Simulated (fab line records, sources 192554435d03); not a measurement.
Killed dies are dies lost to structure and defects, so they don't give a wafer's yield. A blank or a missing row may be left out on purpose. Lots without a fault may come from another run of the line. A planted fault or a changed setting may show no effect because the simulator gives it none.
fab line records | flow n5_finfet
record lots=6 wafers=17 last_day=17
route steps=1938 shown DUMMY_GATE@234 BEOL_M4@1111
lots that met no fault: from a run of the same line without faults
start_h: hours from the record's first day to the start of the lot's first wafer shown | wait_h: hours since the lot's step before | " the same as in the row above | L1.1+2: a row that stands for several wafers | - no value, or no start given | * or withheld: withheld | < > ~ a bound
route shown NAME@n: a module of which the file shows steps, and the number in the route of the first | usual: mean/standard deviation of fault-free wafers | same: alike in all rows | chamber/n: place in a boat | sites: the reading at each site | _std_site: their standard deviation | _edge_site: outer sites' mean less inner sites' | radius_mm: how far each site lies from the wafer's centre | mask NAME#n: copy n | behind: the tool/chamber that last shaped the wafer | hold: why the lot was held/for how many hours/how that ended | device: the transistor (n, p or np) that didn't switch | end of line: the same wafers' tests at the end of the route | a step without rows: its recipe alone | killed: dies lost to structure and defects at the first sort, not the wafer's yield | map: a wafer's dies, x killed, . not, _ none there
set.NAME: the setting as run; set.NAME@STEP: as run at that earlier step | model.NAME: the simulator's own value behind a step, which no gauge read
lots at some steps of the route; a table a step, a row a wafer
services: from which hour (start_h, from the record's first day; less than 0 if before it) a tool's chamber was out of use, for how many hours, and why
## steps
# step N5_DUMMY_GATE_DESCUM_20
# recipe chemistry=O2 time_s=6.2 source_power_w=50 bias_power_w=20 pressure_mtorr=20 rf_frequency_hz=2.712e+07 temp_c=40 resist=CAR-EUV o2_flow_sccm=225
# usual bias_power_w=20.00/0.061 drypump_motor_current_A=5.57/0.29 oes_product_au=0.77/0.081 rf_vpp_V=243.6/1.1 showerhead_plenum_p_Torr=2.12/0.051 throttle_valve_pct=20.53/0.21
# columns lot.wafer tool chamber start_h wait_h bias_power_w drypump_motor_current_A oes_product_au rf_hours_counter_h rf_vpp_V showerhead_plenum_p_Torr throttle_valve_pct
L297.3 rie_diel-02 1 51.83 0.0 20.05 5.85 0.74 173 243.2 2.12 20.44
L297.5 " 2 " " 20.06 5.64 0.72 - 243.5 2.13 20.13
L297.6 " 3 " " 19.98 5.73 0.72 - 243.7 2.08 20.71
L304.1 rie_diel-01 3 88.22 0.0 20.06 5.22 0.71 197 242.6 2.09 20.68
L304.3 " 1 " " 20.05 5.51 0.77 131 244.3 2.17 20.34
L304.4 " 0 " " 19.94 5.26 0.95 9 245.0 2.14 20.66
L308.2 rie_diel-01 1 131.05 0.0 19.95 5.52 0.76 144 245.1 2.16 20.36
L308.5 " 0 " " 19.96 5.28 0.92 - 244.9 2.14 20.68
L308.6 " 1 " " 19.91 5.55 0.75 - 244.1 2.16 20.36
L309.1 rie_diel-02 2 136.91 0.1 20.04 5.63 0.72 232 242.9 2.12 20.17
L309.3 " 0 " " 20.02 5.82 0.91 26 245.1 2.15 20.39
L309.5 " 0 " " 20.00 5.85 0.91 - 244.3 2.15 20.38
L311.2 rie_diel-01 0 143.08 0.0 19.96 5.27 0.90 23 243.6 2.14 20.66
L311.3 " 1 " " 19.86 5.51 0.75 148 244.9 2.16 20.36
L311.4 " 0 " " 19.91 5.26 0.91 - 244.0 2.14 20.67
L320.3 rie_diel-06 2 186.05 0.0 20.01 5.04 0.87 62 242.4 2.15 20.51
L320.6 " 0 " " 20.02 5.36 0.76 - 244.8 2.21 20.57
# step N5_DUMMY_GATE_ETCH_29
# recipe chemistry=N2/H2 target=underlayer target_depth_a=130 ion_energy_ev=200 pressure_mtorr=30 source_w=840 bias_w=150 n2_flow_sccm=200 h2_flow_sccm=200
# usual drypump_motor_current_A=5.57/0.29 oes_product_au=0.76/0.076 rf_vpp_V=524.6/1.9 showerhead_plenum_p_Torr=2.56/0.062 throttle_valve_pct=17.92/0.25
# columns lot.wafer tool chamber start_h wait_h drypump_motor_current_A oes_product_au rf_hours_counter_h rf_vpp_V showerhead_plenum_p_Torr throttle_valve_pct
L297.3 rie_diel-02 1 51.89 0.0 5.89 0.74 173 523.7 2.52 17.64
L297.5 " 2 " " 5.65 0.71 - 526.8 2.59 17.64
L297.6 " 3 " " 5.76 0.73 - 522.8 2.52 18.17
L304.1 rie_diel-01 3 88.28 0.0 5.23 0.71 197 524.2 2.52 18.05
L304.3 " 1 " " 5.52 0.77 131 527.0 2.65 17.89
L304.4 " 0 " " 5.27 0.94 9 526.1 2.58 17.88
L308.2 rie_diel-01 1 131.11 0.0 5.53 0.76 144 526.5 2.65 17.93
L308.5 " 0 " " 5.29 0.91 - 526.1 2.58 17.88
L308.6 " 1 " " 5.52 0.75 - 526.6 2.64 17.92
L309.1 rie_diel-02 2 136.98 0.0 5.65 0.70 232 525.5 2.58 17.70
L309.3 " 0 " " 5.84 0.89 26 525.7 2.57 17.48
L309.5 " 0 " " 5.85 0.89 - 524.7 2.57 17.47
L311.2 rie_diel-01 0 143.15 0.0 5.29 0.91 23 524.7 2.57 17.89
L311.3 " 1 " " 5.52 0.76 148 526.3 2.64 17.91
L311.4 " 0 " " 5.29 0.91 - 527.4 2.58 17.89
L320.3 rie_diel-06 2 186.12 0.0 5.03 0.89 62 525.4 2.57 17.72
L320.6 " 0 " " 5.34 0.76 - 526.1 2.66 17.97
# step N5_DUMMY_GATE_ETCH_36
# recipe chemistry=CF4 target=SiARC target_depth_a=130 pressure_mtorr=40 source_w=545 bias_w=36 Ar_flow_sccm=100 cf4_flow_sccm=100 ion_energy_ev=80
# step N5_DUMMY_GATE_ETCH_37
# recipe chemistry=N2/H2 target=SOC target_depth_a=600 overetch_a=300 temp_c=40 ion_energy_ev=200 pressure_mtorr=30 source_w=840 bias_w=150 n2_flow_sccm=200 h2_flow_sccm=200
# usual drypump_motor_current_A=5.58/0.29 oes_product_au=0.61/0.056 rf_vpp_V=524.7/1.8 showerhead_plenum_p_Torr=2.56/0.062 throttle_valve_pct=17.85/0.25
# columns lot.wafer tool chamber start_h wait_h drypump_motor_current_A oes_product_au rf_hours_counter_h rf_vpp_V showerhead_plenum_p_Torr throttle_valve_pct
L297.3 rie_diel-02 1 51.97 0.0 5.89 0.59 173 524.7 2.52 17.59
L297.5 " 2 " " 5.64 0.58 - 527.4 2.59 17.58
L297.6 " 3 " " 5.74 0.59 - 523.6 2.52 18.12
L304.1 rie_diel-01 3 88.36 0.0 5.20 0.58 197 525.5 2.52 17.97
L304.3 " 1 " " 5.55 0.61 131 525.8 2.65 17.82
L304.4 " 0 " " 5.29 0.73 9 525.6 2.58 17.79
L308.2 rie_diel-01 1 131.19 0.0 5.54 0.60 144 527.2 2.65 17.84
L308.5 " 0 " " 5.28 0.71 - 524.4 2.58 17.80
L308.6 " 1 " " 5.56 0.60 - 525.9 2.64 17.85
L309.1 rie_diel-02 2 137.06 0.0 5.66 0.57 232 527.6 2.58 17.62
L309.3 " 0 " " 5.86 0.71 26 525.4 2.57 17.40
L309.5 " 0 " " 5.85 0.71 - 524.2 2.57 17.40
L311.2 rie_diel-01 0 143.23 0.0 5.27 0.70 23 526.1 2.58 17.82
L311.3 " 1 " " 5.55 0.61 148 527.6 2.64 17.85
L311.4 " 0 " " 5.27 0.70 - 523.9 2.58 17.81
L320.3 rie_diel-06 2 186.20 0.0 5.06 0.68 62 524.6 2.57 17.65
L320.6 " 0 " " 5.35 0.58 - 524.9 2.66 17.88
# step N5_DUMMY_GATE_STRIP_38
# recipe chemistry=N2/H2 temp_c=40 n2_flow_sccm=200 h2_flow_sccm=200 rf_frequency_hz=6e+07
# step N5_DUMMY_GATE_STRIP_39
# recipe chemistry=N2/H2 temp_c=40 n2_flow_sccm=200 h2_flow_sccm=200 rf_frequency_hz=6e+07
# step N5_DUMMY_GATE_TRIM_49
# recipe chemistry=O2 resist=SOC time_s=29 target_cd_nm=14 source_power_w=300 bias_power_w=0 O2_flow_sccm=100 temp_c=20
# usual O2_flow_sccm=100.01/0.29 drypump_motor_current_A=5.8/0.5 oes_product_au=1.008/0.022 throttle_valve_pct=8.06/0.14
# same bias_power_w=0
# columns lot.wafer tool chamber start_h wait_h O2_flow_sccm drypump_motor_current_A oes_product_au rf_hours_counter_h throttle_valve_pct
L297.3 rie_si-01 1 52.06 0.0 100.13 5.6 0.987 107 8.37
L297.5 " 3 " " 99.42 5.8 1.037 - 8.06
L297.6 " 0 " " 99.98 5.8 1.028 - 8.14
L304.1 rie_si-01 2 88.44 0.0 99.68 6.5 1.016 168 8.11
L304.3 " 1 " " 100.19 5.6 1.000 108 8.39
L304.4 " 0 " " 100.23 5.8 1.030 176 8.13
L308.2 rie_si-06 1 131.27 0.0 99.48 6.6 1.019 58 8.06
L308.5 " 2 " " 99.74 5.8 0.969 - 7.98
L308.6 " 1 " " 100.32 6.6 1.037 - 8.07
L309.1 rie_si-02 3 137.14 0.0 99.82 4.8 1.001 3 7.83
L309.3 " 1 " " 99.70 5.3 1.001 5 7.85
L309.5 " 0 " " 100.26 5.7 0.996 - 8.05
L311.2 rie_si-01 1 143.31 0.0 100.13 5.6 0.980 109 8.38
L311.3 " 0 " " 99.87 5.8 1.023 177 8.16
L311.4 " 3 " " 100.59 5.8 1.040 78 8.06
L320.3 rie_si-06 3 186.28 0.0 99.55 6.6 0.975 34 8.07
L320.6 " 0 " " 100.05 5.7 1.047 - 8.12
# step N5_DUMMY_GATE_STRIP_40
# recipe chemistry=CF4 resist=SiARC power_w=300 bias_power_w=75 pressure_mtorr=50 cf4_flow_sccm=150 rf_frequency_hz=6e+07
# usual bias_power_w=75.01/0.24 drypump_motor_current_A=5.6/0.32 oes_product_au=0.76/0.077 rf_vpp_V=271.5/1.3 showerhead_plenum_p_Torr=1.81/0.04 throttle_valve_pct=13.67/0.22
# columns lot.wafer tool chamber start_h wait_h bias_power_w drypump_motor_current_A oes_product_au rf_hours_counter_h rf_vpp_V showerhead_plenum_p_Torr throttle_valve_pct
L297.3 rie_diel-06 2 52.16 0.1 75.37 5.0 0.92 25 270.7 1.80 13.24
L297.5 " 0 " " 74.77 5.3 0.76 - 272.7 1.86 13.32
L297.6 " 3 " " 74.89 4.9 0.72 - 269.6 1.73 14.16
L304.1 rie_diel-02 3 88.54 0.1 74.58 5.8 0.72 201 272.4 1.77 13.84
L304.3 " 1 " " 74.82 5.9 0.72 183 270.2 1.79 13.48
L304.4 " 2 " " 74.74 5.6 0.71 217 270.9 1.83 13.54
L308.2 rie_diel-01 3 131.37 0.1 75.07 5.2 0.70 211 270.0 1.79 13.94
L308.5 " 1 " " 74.97 5.5 0.75 - 272.3 1.85 13.61
L308.6 " 0 " " 74.89 5.3 0.88 - 273.0 1.84 13.74
L309.1 rie_diel-06 2 137.24 0.1 74.90 5.0 0.87 51 269.9 1.80 13.33
L309.3 " 0 " " 75.27 5.3 0.73 146 272.1 1.85 13.37
L309.5 " 0 " " 75.24 5.3 0.74 - 272.4 1.85 13.38
L311.2 rie_diel-02 3 143.41 0.1 75.36 5.7 0.71 218 269.7 1.76 13.87
L311.3 " 2 " " 74.92 5.6 0.70 234 270.9 1.82 13.58
L311.4 " 1 " " 75.25 5.9 0.72 200 270.2 1.78 13.51
L320.3 rie_diel-02 3 186.38 0.1 75.26 5.8 0.70 231 271.7 1.76 13.89
L320.6 " 3 " " 75.25 5.8 0.70 - 269.6 1.76 13.91
# step N5_DUMMY_GATE_CD_MEAS_50
# recipe target_cd_nm=14
# usual cd_nm=14.2/0.47
# columns lot.wafer tool chamber start_h wait_h cd_nm
L297.3 cd_sem-01 - 52.22 0.0 13.9
L297.5 " - " " 14.7
L297.6 " - " " 14.2
L304.1 cd_sem-02 - 88.59 0.0 14.2
L304.3 " - " " 14.4
L304.4 " - " " 14.4
L308.2 cd_sem-02 - 131.42 0.0 13.7
L308.5 " - " " 14.0
L308.6 " - " " 13.7
L309.1 cd_sem-01 - 137.29 0.0 14.3
L309.3 " - " " 13.6
L309.5 " - " " 13.7
L311.2 cd_sem-02 - 143.46 0.0 14.1
L311.3 " - " " 14.5
L311.4 " - " " 14.4
L320.3 cd_sem-03 - 186.43 0.0 13.2
L320.6 " - " " 14.1
# step N5_DUMMY_GATE_ETCH_31
# recipe chemistry=C4F6/O2 target=SiO2 mask_material=SOC target_depth_a=825 time_s=27.5 ion_energy_ev=250 pressure_mtorr=30 source_w=345 bias_w=185 Ar_flow_sccm=300 C4F6_flow_sccm=10 O2_flow_sccm=10
# step N5_DUMMY_GATE_STRIP_41
# recipe chemistry=O2 power_w=400 temp_c=40 pressure_mtorr=30 rf_frequency_hz=6e+07 bias_power_w=0 overash_fraction=0.3 o2_flow_sccm=225
# step N5_DUMMY_GATE_HM_OPEN_21
# recipe chemistry=CH3F/O2 target=SiNx target_depth_a=1200 Ar_flow_sccm=150 CH3F_flow_sccm=30 O2_flow_sccm=23 time_s=171.4 pressure_mtorr=30 source_w=395 bias_w=73 ion_energy_ev=120.7
# step N5_DUMMY_GATE_ETCH_32
# recipe chemistry=CF4 target=SiO2 target_depth_a=35 time_s=3.9 ion_energy_ev=350 pressure_mtorr=10 icp_w=800 bias_w=400 cf4_flow_sccm=80
# usual drypump_motor_current_A=5.7/0.54 oes_product_au=1.009/0.023 throttle_valve_pct=21.71/0.24
# columns lot.wafer tool chamber start_h wait_h drypump_motor_current_A oes_product_au rf_hours_counter_h throttle_valve_pct model.etch.depth_nm
L297.3 rie_si-02 3 52.50 0.1 4.8 1.013 1 21.48 3.558
L297.5 " 0 " " 5.7 1.016 - 21.99 3.506
L297.6 " 3 " " 4.7 1.019 - 21.48 3.578
L304.1 rie_si-02 1 88.89 0.1 5.2 0.994 4 21.50 3.465
L304.3 " 3 " " 4.8 1.015 2 21.49 3.514
L304.4 " 0 " " 5.8 1.015 5 21.98 3.482
L308.2 rie_si-02 0 131.85 0.1 5.7 1.011 6 22.00 4.894
L308.5 " 1 " " 5.3 1.000 - 21.51 4.889
L308.6 " 0 " " 5.7 1.003 - 21.99 3.446
L309.1 rie_si-01 2 137.58 0.1 6.5 1.023 169 21.69 3.534
L309.3 " 1 " " 5.6 0.971 109 22.20 3.296
L309.5 " 1 " " 5.6 0.982 - 22.21 3.304
L311.2 rie_si-02 1 143.76 0.1 5.3 0.990 5 21.50 4.834
L311.3 " 0 " " 5.7 1.004 6 21.98 4.867
L311.4 " 1 " " 5.3 0.987 - 21.50 3.464
L320.3 rie_si-01 3 186.72 0.1 5.8 1.020 78 21.44 3.455
L320.6 " 1 " " 5.6 0.978 - 22.21 3.289
# step N5_DUMMY_GATE_ETCH_23
# recipe chemistry=HBr/Cl2/O2 HBr_flow_sccm=150 Cl2_flow_sccm=80 O2_flow_sccm=12 bias_w=102 target_depth_a=410 time_s=22.3 target=poly-Si mask_material=SiO2 pressure_mtorr=10 icp_w=800
# step N5_BEOL_M4_RC_MEAS_101
# usual DIBL_N=36.0/2 DIBL_P=35.9/2.5 IOFF_N=0.16/0.038 IOFF_P=0.21/0.04 ION_N=675/14 ION_P=462/9.4 SS_N=71.5/0.75 SS_P=73.2/0.74 VT_N=250/3.9 VT_P=-251/3.2
# columns lot.wafer tool chamber start_h wait_h DIBL_N[mV/V] DIBL_P[mV/V] IOFF_N[nA/um] IOFF_P[nA/um] ION_N[uA/um] ION_P[uA/um] SS_N[mV/dec] SS_P[mV/dec] VT_N[mV] VT_P[mV]
L297.3 prober-01 0 166.93 0.3 34.9 34.4 0.14 0.17 668 454 71.1 72.1 249 -252
L297.5 " 0 " " 36.7 35.1 0.18 0.19 684 460 71.7 73.0 246 -255
L297.6 " 0 " " 36.6 36.2 0.18 0.21 681 463 71.0 72.8 245 -250
L304.1 prober-01 0 205.11 0.0 34.7 34.0 0.14 0.18 673 457 71.0 72.8 251 -253
L304.3 " 0 " " 35.7 36.6 0.17 0.24 671 457 71.6 72.9 246 -248
L304.4 " 0 " " 34.7 33.8 0.14 0.19 677 472 71.2 73.2 250 -252
L309.1 prober-01 0 249.48 0.0 35.1 35.8 0.15 0.17 678 465 70.9 72.8 249 -254
L309.3 " 0 " " 36.9 37.5 0.18 0.20 678 464 71.6 73.8 246 -254
L309.5 " 0 " " 37.2 38.8 0.17 0.21 688 463 71.5 73.6 249 -255
L308.2 prober-02 0 249.62 0.2 36.0 38.6 0.15 0.21 672 461 71.3 73.1 251 -252
L308.5 " 0 " " 37.6 38.4 0.18 0.21 672 453 72.0 73.8 248 -251
L308.6 " 0 " " 35.7 38.0 0.14 0.21 654 455 71.7 73.3 252 -250
L311.2 prober-02 0 268.32 0.2 37.0 37.1 0.19 0.23 698 473 71.6 73.8 246 -252
L311.3 " 0 " " 32.8 33.7 0.11 0.17 658 455 71.0 72.3 254 -252
L311.4 " 0 " " 35.4 36.4 0.16 0.22 678 463 71.3 73.5 250 -251
L320.3 prober-01 0 311.61 0.3 38.4 37.9 0.19 0.23 675 459 72.2 74.6 250 -250
L320.6 " 0 " " 36.5 35.5 0.15 0.18 667 451 71.5 72.7 254 -251
## services
# columns tool chamber start_h hours kind
rie_diel-01 - 30.20 1.6 repair
rie_diel-06 0 30.96 1.5 repair
rie_si-06 3 34.96 11.3 repair
rie_diel-01 0 37.47 - clean
rie_diel-01 0 37.47 - consumable_replace:focus_ring
rie_diel-01 0 37.47 20.3 scheduled_down
rie_diel-01 0 37.47 20.3 vent_cycle
rie_diel-02 2 37.70 1.8 repair
rie_diel-02 0 51.40 10.9 repair
rie_si-06 0 66.67 2.8 repair
rie_diel-01 - 94.56 2.8 pm
rie_si-01 - 100.82 0.3 repair
rie_diel-01 0 114.37 7.6 repair
rie_diel-06 1 127.09 2.5 repair
rie_si-02 2 137.22 8.0 repair
rie_diel-06 2 139.56 7.7 repair
rie_diel-01 3 142.69 2.2 repair
rie_diel-02 1 178.83 7.1 repair
## key
first_sign none at tools or gauges
model_effect step=N5_DUMMY_GATE_ETCH_32 value=etch.depth_nm without=3.466 struck=4.871
met_at N5_DUMMY_GATE_ETCH_32
struck_wafers L308.2,L308.5,L311.2,L311.3
baseline_loss step=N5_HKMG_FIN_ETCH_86 wafers=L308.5
onset_between 88.89 131.85
fault kind=process_parameter_drift tool=rie_si-02 chamber=- onset_h=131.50 steps=N5_DUMMY_GATE_ETCH_32 channel=time_s offset=* shape=step end_h=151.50 scope=struck_wafers_only acts_in=* stated=*
# baseline_loss: these wafers lose ten dies or more at that step, a loss of the line's own and not of a fault; the sort's usual values leave them out
